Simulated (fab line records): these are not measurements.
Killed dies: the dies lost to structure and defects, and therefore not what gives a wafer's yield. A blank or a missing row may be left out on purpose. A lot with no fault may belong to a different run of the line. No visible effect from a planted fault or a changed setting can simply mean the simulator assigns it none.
fab line records ; flow nandHarc
record lots=7; wafers=21; lastDay=23
route steps=1159 shown THIN_TSV@1142 END@1158
lots that met no fault: from a run of the same line without faults
startH: hours from the record's opening day to when the first of the lot's shown wafers began ; waitH: hours since the lot's step before ; " the same as in the row above ; L1.1+2: several wafers, shown together as one row ; - either no value or no given start ; * or withheld: withheld ; < > ~ a bound
route shown NAME@n: names a module that has steps shown in the file, with the first one's number in the route ; usual: mean and standard deviation over wafers with no fault ; same: alike in all rows ; chamber/n: place in a boat ; sites: the reading at each site ; _std_site: how widely they spread, as a standard deviation ; _edge_site: mean of outer sites minus mean of inner sites ; radiusMm: how far each site lies from the wafer's centre ; mask NAME#n: copy n ; behind: the most recent tool/chamber to have shaped the wafer ; hold: cause of the lot's hold/its duration in hours/its outcome ; device: names the non-switching transistor (n, p or np) ; end of line: tests run on the same wafers once the route is complete ; a step given without rows: its recipe and nothing more ; killed: dies lost to structure and defects at the first sort, not the wafer's yield ; map: a wafer's dies, marking killed ones x, the rest . and places with no die _
set.NAME: setting as actually run; set.NAME@STEP: the setting as run at that earlier step ; model.NAME: the simulator's own value behind a step, which no gauge read
a table for each step, a row for each wafer; lots at some steps of the route
services: when a tool's chamber went out of use (startH, in hours from the record's first day, below 0 if earlier), for how many hours, and the reason
## steps
# step NHARC_THIN_TSV_COAT_27
# recipe spinRpm=*
# step NHARC_THIN_TSV_SOFTBAKE_28
# recipe tempC=122; timeS=95
# step NHARC_THIN_TSV_EBR_29
# step NHARC_THIN_TSV_EXPOSE_30
# recipe na=0.55; doseMj=11.47; maskId=PAD
# step NHARC_THIN_TSV_PEB_31
# recipe pebTempC=118; pebTimeS=85
# step NHARC_THIN_TSV_DEVELOP_32
# recipe timeS=70
# step NHARC_THIN_TSV_CD_MEAS_33
# recipe targetCdNm=5000; landingEnergyEv=500
# usual cdNm=4999.0/2.3
lot.wafer;tool;chamber;startH;waitH;cdNm
L551.2;cdSem-01;0;436.18;-;4999.4
L551.4;cdSem-01;0;436.18;-;4996.9
L551.5;cdSem-01;0;436.18;-;4999.9
L556.2;cdSem-01;0;458.85;-;4996.3
L556.3;cdSem-01;0;458.85;-;5001.1
L556.5;cdSem-01;0;458.85;-;4998.5
L558.1;cdSem-01;0;479.26;-;4994.9
L558.3;cdSem-01;0;479.26;-;4996.8
L558.5;cdSem-01;0;479.26;-;4996.7
L559.2;cdSem-01;0;483.30;-;4998.1
L559.5;cdSem-01;0;483.30;-;5001.3
L559.6;cdSem-01;0;483.30;-;4998.0
L565.1;cdSem-01;0;510.59;-;5000.8
L565.3;cdSem-01;0;510.59;-;4996.4
L565.5;cdSem-01;0;510.59;-;4996.9
L569.1;cdSem-03;0;538.81;-;4996.2
L569.3;cdSem-03;0;538.81;-;4998.2
L569.6;cdSem-03;0;538.81;-;4997.2
L568.1;cdSem-02;0;540.35;-;5000.3
L568.2;cdSem-02;0;540.35;-;5000.8
L568.6;cdSem-02;0;540.35;-;4999.2
# step NHARC_THIN_TSV_HARDBAKE_34
# recipe tempC=125; timeS=80
# step NHARC_THIN_TSV_DESCUM_35
# recipe timeS=3; o2FlowSccm=200; arFlowSccm=0; biasPowerW=0; chemistry=O2
# usual drypumpMotorCurrentA=5.9/0.42; oesProductAu=1.002/0.011; rfVppV=57.8/0.79; showerheadPlenumPTorr=1.92/0.083; throttleValvePct=11.311/0.0091
lot.wafer;tool;chamber;startH;waitH;drypumpMotorCurrentA;oesProductAu;rfHoursCounterH;rfVppV;showerheadPlenumPTorr;throttleValvePct
L551.2;rieDiel-13;3;436.36;-;6.6;1.012;11;58.0;1.91;11.319
L551.4;rieDiel-13;1;436.36;-;5.6;0.991;13;58.1;1.90;11.323
L551.5;rieDiel-13;2;436.36;-;5.7;1.001;-;57.8;2.01;11.300
L556.3;rieDiel-01;2;459.02;-;5.1;0.999;12;56.5;1.78;11.318
L556.2;rieDiel-01;3;459.02;-;5.8;1.015;3;58.0;2.03;11.297
L556.5;rieDiel-01;2;459.02;-;5.2;0.988;-;57.5;1.78;11.324
L558.1;rieDiel-13;3;479.42;-;6.6;0.993;1;57.9;1.91;11.314
L558.3;rieDiel-13;0;479.42;-;5.5;1.001;1;59.1;1.92;11.317
L558.5;rieDiel-13;0;479.42;-;5.5;0.999;-;58.0;1.91;11.300
L559.2;rieDiel-01;0;483.48;-;5.8;0.990;13;58.2;1.85;11.313
L559.5;rieDiel-01;2;483.48;-;5.1;0.994;-;56.9;1.78;11.299
L559.6;rieDiel-01;3;483.48;-;5.9;1.008;-;58.7;2.03;11.320
L565.1;rieDiel-01;0;510.76;-;5.9;1.013;1;57.5;1.85;11.311
L565.3;rieDiel-01;1;510.76;-;6.5;1.015;1;58.7;1.93;11.319
L565.5;rieDiel-01;3;510.76;-;5.8;1.026;-;57.8;2.03;11.318
L569.1;rieDiel-01;0;538.97;-;5.8;0.995;4;57.8;1.85;11.320
L569.3;rieDiel-01;1;538.97;-;6.5;1.000;-;57.6;1.93;11.312
L569.6;rieDiel-01;1;538.97;-;6.5;1.004;-;58.5;1.93;11.317
L568.1;rieDiel-02;2;540.51;-;5.9;0.983;1;57.6;1.86;11.298
L568.2;rieDiel-02;1;540.51;-;6.1;0.997;3;58.8;2.04;11.300
L568.6;rieDiel-02;2;540.51;-;5.9;0.987;-;58.6;1.86;11.314
# step NHARC_THIN_TSV_ETCH_59
# recipe targetDepthA=8800; icpW=900; biasW=100; Cl2_flow_sccm=60; bcl3FlowSccm=30; timeS=138.1; chemistry=Cl2/BCl3
# usual drypumpMotorCurrentA=5.6/0.37; oesProductAu=0.995/0.0087; throttleValvePct=22.265/0.0099
lot.wafer;tool;chamber;startH;waitH;drypumpMotorCurrentA;oesProductAu;rfHoursCounterH;throttleValvePct
L551.2;rieMetal-02;1;436.47;0.1;5.3;0.998;1.3;22.267
L551.4;rieMetal-02;0;436.47;0.1;5.6;0.991;-;22.264
L551.5;rieMetal-02;0;436.47;0.1;5.6;0.991;-;22.265
L556.2;rieMetal-02;1;459.17;0.1;5.3;0.997;2.0;22.256
L556.3;rieMetal-02;0;459.17;0.1;5.7;0.992;-;22.249
L556.5;rieMetal-02;1;459.17;0.1;5.4;0.997;-;22.274
L558.1;rieMetal-03;1;479.54;0.1;5.0;1.006;0.3;22.257
L558.3;rieMetal-03;1;479.54;0.1;5.0;1.001;-;22.284
L558.5;rieMetal-03;1;479.54;0.1;5.0;1.002;-;22.278
L559.2;rieMetal-01;1;483.58;0.1;6.1;0.988;3.2;22.267
L559.6;rieMetal-01;1;483.58;0.1;6.1;0.981;-;22.246
L559.5;rieMetal-01;0;483.58;0.1;6.0;0.972;-;22.265
L565.1;rieMetal-02;0;510.87;0.1;5.7;0.998;3.3;22.246
L565.3;rieMetal-02;0;510.87;0.1;5.7;0.994;-;22.266
L565.5;rieMetal-02;0;510.87;0.1;5.7;0.997;-;22.274
L569.1;rieMetal-01;1;539.21;0.2;6.1;0.985;0.3;22.264
L569.3;rieMetal-01;1;539.21;0.2;6.1;0.982;-;22.266
L569.6;rieMetal-01;1;539.21;0.2;6.1;0.990;-;22.259
L568.2;rieMetal-03;1;540.63;0.1;5.0;0.997;2.4;22.244
L568.1;rieMetal-03;0;540.63;0.1;5.8;0.995;2.4;22.277
L568.6;rieMetal-03;0;540.63;0.1;5.8;0.993;-;22.279
# step NHARC_THIN_TSV_ETCH_36
# recipe targetDepthA=650; overEtchFrac=0.3; timeS=18.571; ionEnergyEv=150; chemistry=Cl2/BCl3
# usual drypumpMotorCurrentA=5.6/0.37; oesProductAu=0.996/0.0071
# same overEtchFrac=0.3
lot.wafer;tool;chamber;startH;waitH;drypumpMotorCurrentA;oesProductAu;rfHoursCounterH
L551.2;rieMetal-02;0;436.74;0.2;5.7;1.000;1.5
L551.4;rieMetal-02;1;436.74;0.2;5.4;0.996;-
L551.5;rieMetal-02;0;436.74;0.2;5.6;1.003;-
L556.2;rieMetal-02;1;459.39;0.2;5.3;0.997;2.1
L556.3;rieMetal-02;1;459.39;0.2;5.3;0.995;-
L556.5;rieMetal-02;0;459.39;0.2;5.6;0.984;-
L558.1;rieMetal-03;0;479.80;0.2;5.8;0.992;0.5
L558.3;rieMetal-03;1;479.80;0.2;5.0;1.000;-
L558.5;rieMetal-03;0;479.80;0.2;5.8;0.984;-
L559.2;rieMetal-01;1;483.84;0.2;6.1;0.992;3.4
L559.5;rieMetal-01;1;483.84;0.2;6.1;0.991;-
L559.6;rieMetal-01;0;483.84;0.2;6.0;0.990;-
L565.1;rieMetal-02;0;511.13;0.2;5.6;0.995;3.4
L565.3;rieMetal-02;0;511.13;0.2;5.7;0.985;-
L565.5;rieMetal-02;0;511.13;0.2;5.7;1.000;-
L569.1;rieMetal-01;1;539.44;0.2;6.1;1.000;0.5
L569.3;rieMetal-01;1;539.44;0.2;6.1;1.003;-
L569.6;rieMetal-01;0;539.44;0.2;6.0;1.014;-
L568.2;rieMetal-03;1;540.89;0.2;5.0;1.001;2.5
L568.1;rieMetal-03;0;540.89;0.2;5.8;0.986;2.5
L568.6;rieMetal-03;0;540.89;0.2;5.8;0.990;-
# step NHARC_THIN_TSV_STRIP_56
# recipe powerW=1500; tempC=250; chemistry=O2
# usual drypumpMotorCurrentA=5.71/0.14; heaterPowerW=335/21; tempC=249.98/0.17
lot.wafer;tool;chamber;startH;waitH;drypumpMotorCurrentA;heaterPowerW;rfHoursCounterH;tempC
L551.2;plasmaAsher-02;1;437.21;0.5;5.75;364;26;250.09
L551.4;plasmaAsher-02;0;437.21;0.5;5.71;328;-;250.21
L551.5;plasmaAsher-02;0;437.21;0.5;5.72;328;-;250.05
L556.2;plasmaAsher-02;1;459.71;0.3;5.75;348;37;250.25
L556.3;plasmaAsher-02;0;459.71;0.3;5.70;332;-;249.83
L556.5;plasmaAsher-02;1;459.71;0.3;5.75;362;-;249.97
L558.1;plasmaAsher-01;0;480.02;0.2;5.41;305;5;249.97
L558.3;plasmaAsher-01;0;480.02;0.2;5.41;299;-;249.85
L558.5;plasmaAsher-01;0;480.02;0.2;5.42;305;-;250.05
L559.2;plasmaAsher-01;0;483.94;0.1;5.44;306;6;250.06
L559.6;plasmaAsher-01;0;483.94;0.1;5.41;296;-;249.87
L559.5;plasmaAsher-01;1;483.94;0.1;5.92;325;-;250.03
L565.1;plasmaAsher-02;0;512.18;1.0;5.72;333;64;250.02
L565.3;plasmaAsher-02;1;512.18;1.0;5.75;357;-;250.06
L565.5;plasmaAsher-02;0;512.18;1.0;5.72;324;-;250.02
L569.1;plasmaAsher-01;1;539.53;0.1;5.93;309;9;250.11
L569.3;plasmaAsher-01;1;539.53;0.1;5.91;323;-;250.37
L569.6;plasmaAsher-01;0;539.53;0.1;5.40;302;-;249.91
L568.2;plasmaAsher-01;0;541.90;1.0;5.41;300;12;249.93
L568.1;plasmaAsher-01;1;541.90;1.0;5.94;319;12;250.14
L568.6;plasmaAsher-01;0;541.90;1.0;5.38;296;-;249.92
# step NHARC_THIN_TSV_STRIP_57
# recipe timeS=1200; tempC=72.5; chemistry=postEtchResidueRemover
# usual tempC=72.51/0.12
lot.wafer;tool;chamber;startH;waitH;tempC
L551.2;wetBench-10;4;437.55;0.3;72.50
L551.4;wetBench-10;5;437.55;0.3;72.63
L551.5;wetBench-10;7;437.55;0.3;72.58
L556.5;wetBench-10;3;460.03;0.1;72.34
L556.3;wetBench-10;4;460.03;0.1;72.41
L556.2;wetBench-10;6;460.03;0.1;72.56
L558.5;wetBench-10;0;480.32;0.1;72.45
L558.1;wetBench-10;1;480.32;0.1;72.56
L558.3;wetBench-10;2;480.32;0.1;72.60
L559.5;wetBench-10;7;484.31;0.1;72.40
L559.2;wetBench-10;1;484.31;0.1;72.50
L559.6;wetBench-10;2;484.31;0.1;72.61
L565.3;wetBench-08;4;512.48;0.2;72.56
L565.1;wetBench-08;5;512.48;0.2;72.58
L565.5;wetBench-08;6;512.48;0.2;72.35
L569.6;wetBench-08;3;539.88;0.1;72.42
L569.3;wetBench-08;5;539.88;0.1;72.80
L569.1;wetBench-08;7;539.88;0.1;72.46
L568.1;wetBench-08;7;542.26;0.3;72.28
L568.6;wetBench-08;1;542.26;0.3;72.44
L568.2;wetBench-08;3;542.26;0.3;72.73
# step NHARC_THIN_TSV_CD_MEAS_37
# usual cdNm=4999.2/3
lot.wafer;tool;chamber;startH;waitH;cdNm
L551.2;cdSem-01;-;438.01;-;4998.0
L551.4;cdSem-01;-;438.01;-;4997.8
L551.5;cdSem-01;-;438.01;-;4999.4
L556.2;cdSem-01;-;460.46;-;4993.7
L556.3;cdSem-01;-;460.46;-;5003.6
L556.5;cdSem-01;-;460.46;-;4999.1
L558.1;cdSem-02;-;480.77;-;4994.7
L558.3;cdSem-02;-;480.77;-;4996.1
L558.5;cdSem-02;-;480.77;-;4995.4
L559.2;cdSem-01;-;484.74;-;5000.5
L559.5;cdSem-01;-;484.74;-;5000.9
L559.6;cdSem-01;-;484.74;-;4996.7
L565.1;cdSem-03;-;512.93;-;5001.0
L565.3;cdSem-03;-;512.93;-;4995.3
L565.5;cdSem-03;-;512.93;-;4997.9
L569.1;cdSem-03;-;540.32;-;4998.3
L569.3;cdSem-03;-;540.32;-;5001.0
L569.6;cdSem-03;-;540.32;-;4996.2
L568.1;cdSem-02;-;542.70;-;5000.4
L568.2;cdSem-02;-;542.70;-;5000.4
L568.6;cdSem-02;-;542.70;-;5000.7
# step NHARC_THIN_TSV_ANNEAL_58
# recipe tempC=400; timeS=1800
# step NHARC_END_WLT_00
# usual VT_DECK1_BOTTOM=0.872/0.0076; VT_DECK1_BOTTOM_INNER=0.873/0.0071; VT_DECK1_MEDIAN_NEAR_BOTTOM=0.874/0.0077; VT_DECK1_MEDIAN_NEAR_BOTTOM_INNER=0.874/0.0081; VT_DECK1_MIDDLE=0.887/0.0073; VT_DECK1_MIDDLE_INNER=0.886/0.0069; VT_DECK1_TOP=0.897/0.0076; VT_DECK1_TOP_INNER=0.898/0.0068
lot.wafer;tool;chamber;startH;waitH;VT_DECK1_BOTTOM;VT_DECK1_BOTTOM_INNER;VT_DECK1_MEDIAN_NEAR_BOTTOM;VT_DECK1_MEDIAN_NEAR_BOTTOM_INNER;VT_DECK1_MIDDLE;VT_DECK1_MIDDLE_INNER;VT_DECK1_TOP;VT_DECK1_TOP_INNER
L551.2;prober-02;-;448.57;8.4;0.864;0.865;0.857;0.859;0.880;0.882;0.892;0.901
L551.4;prober-02;-;449.57;9.4;0.863;0.867;0.868;0.874;0.883;0.883;0.896;0.898
L551.5;prober-02;-;449.57;9.4;0.866;0.869;0.872;0.868;0.877;0.886;0.889;0.896
L556.2;prober-02;-;472.02;7.6;0.869;0.864;0.864;0.870;0.873;0.880;0.884;0.886
L556.3;prober-02;-;472.02;7.6;0.865;0.862;0.873;0.870;0.877;0.872;0.893;0.889
L556.5;prober-02;-;473.56;9.2;0.865;0.858;0.868;0.868;0.882;0.875;0.899;0.890
L558.1;prober-02;-;486.77;0.1;0.883;0.883;0.883;0.889;0.887;0.892;0.910;0.908
L558.3;prober-02;-;487.79;1.1;0.885;0.885;0.885;0.895;0.901;0.902;0.909;0.905
L558.5;prober-02;-;488.81;2.1;0.884;0.873;0.876;0.886;0.895;0.898;0.897;0.908
L559.2;prober-01;-;487.27;0.6;0.883;0.884;0.882;0.891;0.898;0.898;0.911;0.906
L559.5;prober-01;-;488.78;2.1;0.884;0.877;0.883;0.882;0.906;0.894;0.909;0.910
L559.6;prober-01;-;488.78;2.1;0.888;0.880;0.887;0.886;0.898;0.897;0.903;0.898
L565.1;prober-01;-;527.44;9.7;0.866;0.863;0.863;0.866;0.879;0.880;0.889;0.890
L565.3;prober-01;-;527.44;9.7;0.864;0.864;0.861;0.868;0.876;0.873;0.903;0.896
L565.5;prober-01;-;529.43;11.7;0.872;0.875;0.868;0.864;0.883;0.877;0.887;0.891
L568.1;prober-01;-;544.81;0.0;0.866;0.870;0.862;0.869;0.878;0.887;0.896;0.895
L568.2;prober-01;-;544.81;0.0;0.863;0.872;0.870;0.881;0.887;0.885;0.892;0.890
L568.6;prober-01;-;547.32;2.5;0.873;0.878;0.872;0.870;0.877;0.884;0.889;0.895
L569.1;prober-02;-;547.37;2.6;0.872;0.864;0.870;0.864;0.888;0.893;0.905;0.903
L569.3;prober-02;-;547.37;2.6;0.879;0.885;0.883;0.879;0.896;0.893;0.905;0.892
L569.6;prober-02;-;549.82;5.1;0.874;0.880;0.871;0.880;0.897;0.889;0.899;0.903
# step NHARC_END_SORT_01
# recipe tempC=25
# usual defectLimitedYield=95.2/1.6; killedAtArray=29/11; killedAtOther=0.6/0.75; killedAtPeriphery=3.1/2.1; killedDies=32/11; killedOpen=3.0/1.8; killedShort=1.8/1.3; sort_bin_2_pct=1.5/0.7; sort_bin_3_pct=0.26/0.22; sort_bin_4_pct=3.0/1; sortNPass=645/11; sortRimYieldPct=94.9/3; sortYieldPct=95.2/1.6
# same grossDies=677; sort_bin_5_pct[%]=0; sort_bin_6_pct[%]=0; sort_bin_7_pct[%]=0; sort_bin_8_pct[%]=0; sortRimNGross=106.00
lot.wafer;tool;chamber;startH;waitH;defectLimitedYield[%];killedAtArray;killedAtOther;killedAtPeriphery;killedDies;killedOpen;killedShort;sort_bin_2_pct[%];sort_bin_3_pct[%];sort_bin_4_pct[%];sortNPass;sortRimYieldPct[%];sortYieldPct[%]
L556.2;prober-02;0;475.39;2.9;81.5;32;87;6;125;1;3;8.7;3.84;5.9;552;91.5;81.5
L556.3;prober-02;0;476.19;3.1;82.0;30;84;8;122;4;0;7.4;4.28;6.4;555;94.3;82.0
L556.5;prober-02;0;477.80;3.7;85.1;40;56;5;101;0;2;6.6;2.36;5.9;576;78.3;85.1
L558.1;prober-02;0;489.83;2.5;83.8;27;79;4;110;2;2;5.9;3.69;6.6;567;84.9;83.8
L558.3;prober-02;0;491.42;3.1;85.8;26;66;4;96;1;1;6.5;1.92;5.8;581;86.8;85.8
L558.5;prober-02;0;493.01;3.7;90.5;21;38;5;64;4;1;4.1;1.33;4.0;613;85.8;90.5
L559.2;prober-01;0;490.58;2.8;82.0;39;77;6;122;5;5;8.0;2.36;7.7;555;82.1;82.0
L559.5;prober-01;0;492.95;3.7;82.0;32;89;1;122;0;0;7.1;3.84;7.1;555;91.5;82.0
L559.6;prober-01;0;493.74;3.9;87.0;22;64;2;88;0;1;6.6;2.66;3.7;589;84.9;87.0
L569.1;prober-02;0;550.31;2.5;91.9;53;1;1;55;2;3;1.0;0.74;6.4;622;92.5;91.9
L569.3;prober-02;0;551.91;3.1;91.9;55;0;0;55;1;1;3.0;0.59;4.6;622;88.7;91.9
L569.6;prober-02;0;554.32;4.0;92.3;48;1;3;52;3;2;3.0;0.74;4.0;625;88.7;92.3
# killed by level:class
L556.2 THIN_TSV:unspecified=87 A_CHANNEL_HOLE_D1:chamberFilmFlake=17 A_SLIT:chamberFilmFlake=6 P_GATE:chamberFilmFlake=3 A_CONTACT:chamberFilmFlake=3 A_ZERO_WELL:chamberFilmFlake=2 P_CONTACT:geometricParticle:short=1 P_M0:geometricParticle:open=1
L556.3 THIN_TSV:unspecified=84 A_CHANNEL_HOLE_D1:chamberFilmFlake=12 A_SLIT:chamberFilmFlake=9 A_CONTACT:chamberFilmFlake=5 P_GATE:chamberFilmFlake=3 P_M0:chamberFilmFlake=3 P_CONTACT:geometricParticle:open=1 P_M1:geometricParticle:open=1
L556.5 THIN_TSV:unspecified=56 A_CHANNEL_HOLE_D1:chamberFilmFlake=15 A_SLIT:chamberFilmFlake=14 A_CONTACT:chamberFilmFlake=4 P_GATE:chamberFilmFlake=2 P_M0:chamberFilmFlake=2 A_CHANNEL_FILL_D1:chamberFilmFlake=2 A_WL_FILL:chamberFilmFlake=2
L558.1 THIN_TSV:unspecified=79 A_SLIT:chamberFilmFlake=11 A_CHANNEL_HOLE_D1:chamberFilmFlake=8 P_ZERO_WELL:chamberFilmFlake=4 A_ONON_D1:geometricParticle:short=2 A_WL_FILL:chamberFilmFlake=2 A_BLC:geometricParticle:open=1 A_M1:geometricParticle:open=1
L559.2 THIN_TSV:unspecified=76 A_CHANNEL_HOLE_D1:chamberFilmFlake=11 A_SLIT:chamberFilmFlake=9 A_CONTACT:chamberFilmFlake=7 P_GATE:chamberFilmFlake=3 A_M0:geometricParticle:short=2 A_CHANNEL_FILL_D1:chamberFilmFlake=2 P_M0:geometricParticle:open=1
L558.3 THIN_TSV:unspecified=66 A_SLIT:chamberFilmFlake=16 P_ZERO_WELL:chamberFilmFlake=3 A_ZERO_WELL:chamberFilmFlake=3 A_CHANNEL_HOLE_D1:chamberFilmFlake=2 A_ONON_D1:geometricParticle:short=1 A_WL_FILL:geometricParticle:open=1 P_CONTACT:chamberFilmFlake=1
L559.5 THIN_TSV:unspecified=88 A_CHANNEL_HOLE_D1:chamberFilmFlake=13 A_SLIT:chamberFilmFlake=13 A_CHANNEL_FILL_D1:chamberFilmFlake=3 P_GATE:chamberFilmFlake=1 A_STAIRCASE:chamberFilmFlake=1 A_WL_FILL:chamberFilmFlake=1 A_CONTACT:chamberFilmFlake=1
L558.5 THIN_TSV:unspecified=37 A_SLIT:chamberFilmFlake=8 P_ZERO_WELL:chamberFilmFlake=4 A_ZERO_WELL:chamberFilmFlake=2 A_CHANNEL_HOLE_D1:chamberFilmFlake=2 A_CHANNEL_FILL_D1:chamberFilmFlake=2 A_ONON_D1:geometricParticle:open=1 A_WL_FILL:geometricParticle:short=1
L559.6 THIN_TSV:unspecified=64 A_SLIT:chamberFilmFlake=11 A_WL_FILL:chamberFilmFlake=3 A_CONTACT:chamberFilmFlake=3 A_CHANNEL_HOLE_D1:chamberFilmFlake=2 A_CHANNEL_FILL_D1:chamberFilmFlake=2 P_CONTACT:geometricParticle:short=1 P_GATE:chamberFilmFlake=1
L569.1 A_SLIT:chamberFilmFlake=20 A_CHANNEL_HOLE_D1:chamberFilmFlake=18 A_CONTACT:chamberFilmFlake=5 A_STAIRCASE:chamberFilmFlake=4 A_M0:chamberFilmFlake=2 P_CONTACT:geometricParticle:open=1 A_ONON_D1:geometricParticle:short=1 A_CHANNEL_HOLE_D1:geometricParticle:short=1
L569.3 A_SLIT:chamberFilmFlake=21 A_CHANNEL_HOLE_D1:chamberFilmFlake=17 A_STAIRCASE:chamberFilmFlake=13 A_CONTACT:chamberFilmFlake=2 A_ONON_D1:geometricParticle:open=1 A_WL_FILL:geometricParticle:short=1
L569.6 A_SLIT:chamberFilmFlake=17 A_CHANNEL_HOLE_D1:chamberFilmFlake=13 A_CONTACT:chamberFilmFlake=10 A_STAIRCASE:chamberFilmFlake=6 P_GATE:geometricParticle:open=2 P_M1:geometricParticle:open=1 A_ONON_D1:geometricParticle:short=1 A_WL_FILL:geometricParticle:short=1
# map L556.2 (x killed, . not)
____________.____________
_________...x..._________
_______..........._______
______.............______
_____..............._____
____.................____
____.................____
___...................___
___.............x.....___
__...x......xx.........__
__x.........xx..xx.....__
_xxx..x.....xxxxx......._
_..xx.......xxxxxx......_
_x.xx......xxxxxxx......_
_xxxxx.....xxxxxxxx....._
_.........xxxxxxxxx....._
.....x....xxxxxxxxx.....x
.x.........xxxxxxxxx.....
x...x......xxxxxxxx......
...........xxxxxxxx......
.....xx.....xxxxxx.......
_.....xx..x..xxx.x......_
_....x.x................_
_....x.................._
_...x..................._
_......................._
__......x..............__
__.....................__
___.......x...........___
___.x..x..............___
____........x........____
____.........x.......____
_____..............._____
______........x....______
_______x.........._______
_________......._________
____________.____________
# map L558.1 (x killed, . not)
____________.____________
_________......._________
_______.x........._______
______..x........x.______
_____..............._____
____.................____
____x.x..............____
___x..x..........x....___
___.xxxx..............___
__xxxxxx...............__
__xxxxx....x...........__
_xxxxxxxx........x.....x_
_xxxxxxxx..............._
_xxxxxxxx..............._
_xxxxxxxx..............x_
_xxxxxxxx..............._
.xxxxxxx.........x.x.....
.xxxxxxxx................
.x.xxxxx.x...............
...xxx.xx.x..............
....x..x.................
_......xx..............._
_......................._
_......xx..............._
_....x..x..............._
_......................._
__.....................__
__.....................__
___...................___
___................x.x___
____..........x......____
____.................____
_____........x......_____
______.............______
_______..........._______
_________..x...._________
____________.____________
## services
tool;chamber;startH;hours;kind
rieDiel-01;0;422.14;-;clean
rieDiel-01;1;422.14;-;clean
rieDiel-01;2;422.14;-;clean
rieDiel-01;3;422.14;-;clean
wetBench-10;-;423.21;8.0;pm
wetBench-10;0;431.21;-;consumableReplace:bath
wetBench-10;0;431.21;-;consumableReplace:filter
wetBench-10;1;431.21;-;consumableReplace:bath
wetBench-10;1;431.21;-;consumableReplace:filter
wetBench-10;2;431.21;-;consumableReplace:bath
plasmaAsher-01;-;453.00;9.0;pm
rieDiel-13;-;453.00;9.0;pm
rieMetal-03;-;453.00;9.0;pm
rieDiel-01;0;467.98;6.1;repair
plasmaAsher-01;-;489.63;46.2;repair
rieDiel-01;-;492.14;9.0;pm
rieDiel-02;-;504.71;9.0;pm
rieMetal-01;-;509.02;9.0;pm
rieMetal-02;1;528.26;12.8;repair
rieDiel-02;2;529.16;1.6;repair
rieMetal-01;1;530.16;3.4;repair
rieDiel-01;3;536.20;11.1;repair
rieDiel-01;2;536.38;3.5;repair
plasmaAsher-02;-;537.29;9.0;pm
## key
firstSign step=NHARC_END_SORT_01; reading=killedAtOther; direction=up; sigmas=71; usual=0.6; struck=71.1
effect step=NHARC_END_SORT_01; reading=killedDies; direction=up; sigmas=6.6; usual=32; struck=106
moreKillsBornAt NHARC_THIN_TSV_STRIP_57@wetBench-10=637
metAt NHARC_THIN_TSV_STRIP_57
struckWafers L556.2,L556.3,L556.5,L558.1,L558.3,L558.5,L559.2,L559.5,L559.6
onsetBetween 437.55 460.03
earlierFault kind=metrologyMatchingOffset; tool=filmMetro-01; chamber=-; onsetH=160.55; steps=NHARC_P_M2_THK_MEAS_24; param=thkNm; offset=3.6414
fault kind=chamberParticleSource; tool=wetBench-10; chamber=-; onsetH=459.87; steps=NHARC_THIN_TSV_STRIP_57; ratePerVisitCm2=0.79646
